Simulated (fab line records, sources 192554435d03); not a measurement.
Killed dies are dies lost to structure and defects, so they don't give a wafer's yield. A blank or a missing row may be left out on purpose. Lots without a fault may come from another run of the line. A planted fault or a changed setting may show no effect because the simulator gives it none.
Chamber matching | flow n5_finfet | N5_BEOL_M0_SAQP_ILD_DEP_01 on pecvd-02: 3 sister chambers
The step deposits SiOC from DEMS/O2, target thk 45.419 nm, time 8.7 s. 3 wafers are shown with their chamber, then 9 later ones without.

WAFERS WITH THEIR CHAMBER
wafer  | chamber | throttle_valve_pct (%)
L084.2 | 2       | 12.1
L088.5 | 1       | 12.6
L088.6 | 0       | 11.6

WAFERS WITHOUT THEIR CHAMBER
wafer  | throttle_valve_pct (%)
L089.2 | 12.0
L089.5 | 12.0
L089.6 | 12.6
L092.1 | 12.6
L092.4 | 11.8
L092.6 | 12.7
L095.3 | 11.9
L095.5 | 12.8
L095.6 | 11.7

WHICH CHAMBER EACH WENT THROUGH
wafer  | from the rows above     | in truth
L089.2 | 2                       | 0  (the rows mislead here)
L089.5 | 2                       | 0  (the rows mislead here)
L089.6 | 1                       | 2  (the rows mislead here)
L092.1 | 1                       | 1
L092.4 | can't be placed: 0 or 2 | 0
L092.6 | 1                       | 1
L095.3 | can't be placed: 2 or 0 | 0
L095.5 | 1                       | 1
L095.6 | 0                       | 0
Placed correctly: 4 of 9. Can't be placed from these rows: 2 (the true chamber is among the candidates in 2). Placed wrongly: 3.
How it was worked out, from the rows above alone: a wafer's distance from a chamber is the root of the sum, over the readings, of the square of ((its reading less the chamber's mean) divided by the reading's scatter). The wafer belongs to the nearest chamber; if the next one is less than 2 further off, it can't be placed. A chamber's mean is the mean of its shown wafers. The scatter: with one shown wafer a chamber, the root of the mean of the squares of how far each hidden wafer lies from its nearest shown one.
